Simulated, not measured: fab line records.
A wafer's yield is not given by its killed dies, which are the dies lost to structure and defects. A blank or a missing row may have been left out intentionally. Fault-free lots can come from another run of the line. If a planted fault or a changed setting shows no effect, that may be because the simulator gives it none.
Split-lot study -- flow n5 finfet -- route with 1938 steps; 7 lots, 21 wafers read

## ABOUT THE SPLIT
At N5_BEOL_M1_EXPOSE_25 (exposes mask V0, defocus 5 nm, target cd 24 nm), the setting dose mj was moved away from the recipe's 63 on 7 of the 21 wafers read, by -7.0% to +5.4%. All remaining wafers had this setting at the recipe value.

## FROM THE SPLIT TO THE READING: what the file shows between them, 2 steps
- N5_BEOL_M1_PEB_26: peb time 60 s
- N5_BEOL_M1_DEVELOP_27: develop time 30 s

## THE READING
cd nm, in nm, at N5_BEOL_M1_CD_MEAS_28 (target cd y 23.3 nm). On this fab line, fault-free wafers typically give 24.02 nm with a standard deviation of 0.21 nm.

wafer,"tool, chamber at the split",dose mj as run,against the recipe,"cd nm, nm",against lot-mates on the recipe
L076.1,"euv scanner-02, 0",63,recipe,24.06,-
L076.3,"euv scanner-02, 0",63,recipe,23.58,-
L076.5,"euv scanner-02, 0",63,recipe,24.24,-
L077.1,"euv scanner-02, 0",63,recipe,24.00,-
L077.2,"euv scanner-02, 0",66.43,+5.4%,24.87,+0.91
L077.4,"euv scanner-02, 0",63,recipe,23.93,-
L081.2,"euv scanner-01, 0",63,recipe,24.30,-
L081.3,"euv scanner-01, 0",63,recipe,23.94,-
L081.5,"euv scanner-01, 0",58.6,-7.0%,22.17,-1.95
L086.4,"euv scanner-01, 0",63,recipe,23.86,-
L086.5,"euv scanner-01, 0",63,recipe,23.94,-
L086.6,"euv scanner-01, 0",63,recipe,23.73,-
L092.1,"euv scanner-01, 0",63,recipe,24.19,-
L092.3,"euv scanner-01, 0",60.48,-4.0%,23.15,-0.97
L092.6,"euv scanner-01, 0",63,recipe,24.05,-
L094.1,"euv scanner-02, 0",63,recipe,23.81,-
L094.5,"euv scanner-02, 0",59.85,-5.0%,22.93,-0.88
L094.6,"euv scanner-02, 0",59.85,-5.0%,22.69,-1.12
L096.1,"euv scanner-02, 0",58.58,-7.0%,22.47,-1.37
L096.5,"euv scanner-02, 0",58.58,-7.0%,22.91,-0.93
L096.6,"euv scanner-02, 0",63,recipe,23.84,-

THE FIT
A straight line over all 21 wafers: cd nm changes by +0.203 nm for each +1% of dose mj; r = +0.95; the points scatter about the line by 0.22 nm.
The same after taking each lot's own level away (the mean of its wafers on the recipe; 21 wafers): +0.197 nm for each +1%; r = +0.94; scatter 0.22 nm.
According to that fit, moving dose mj by its largest amount changes the reading by 1.4 nm.
The span of the lots' own levels, 23.810 to 24.120 nm, comes to 1.5 times the standard deviation stated above.
The two slopes agree, so the slope changes little with the lot-to-lot level.
Check: -1.42 nm against its lot-mates is what the line predicts for one of the wafers moved furthest among these (-7.0%) when that wafer is left out of the fit. Against them it came out at -1.37 nm.

## OTHER SPLITS APPLIED TO THESE WAFERS
Other splits were also applied to these wafers ahead of the reading. Each is held against what the fit with the lots' levels taken away leaves over:
other split on the same wafers,wafers away from the commonest value,r with cd nm (lot level and that fit taken away)
N5_BEOL_M0_SAQP_COAT_34 spin rpm,3,-0.16

## THE WHOLE CHAIN: every reading that the file lists as answering this split, in the file's order
step,what it does,reading,change (the file's fit),r (the file's)
N5_BEOL_M1_CD_MEAS_28,target cd y 23.3 nm,cd nm,+0.21 nm for each +1% of the setting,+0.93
N5_BEOL_M1_VIA_ETCH_34,"etches the open film in C4F6/O2, target depth 67.8 nm, time 64.4 s","BEOL_M1.cd nm (the simulator's own value, which no gauge read)",+0.189 nm for each +1% of the setting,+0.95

## FILE'S OWN FIT
cd nm changes by +0.21 nm for each +1% of dose mj, r = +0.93.
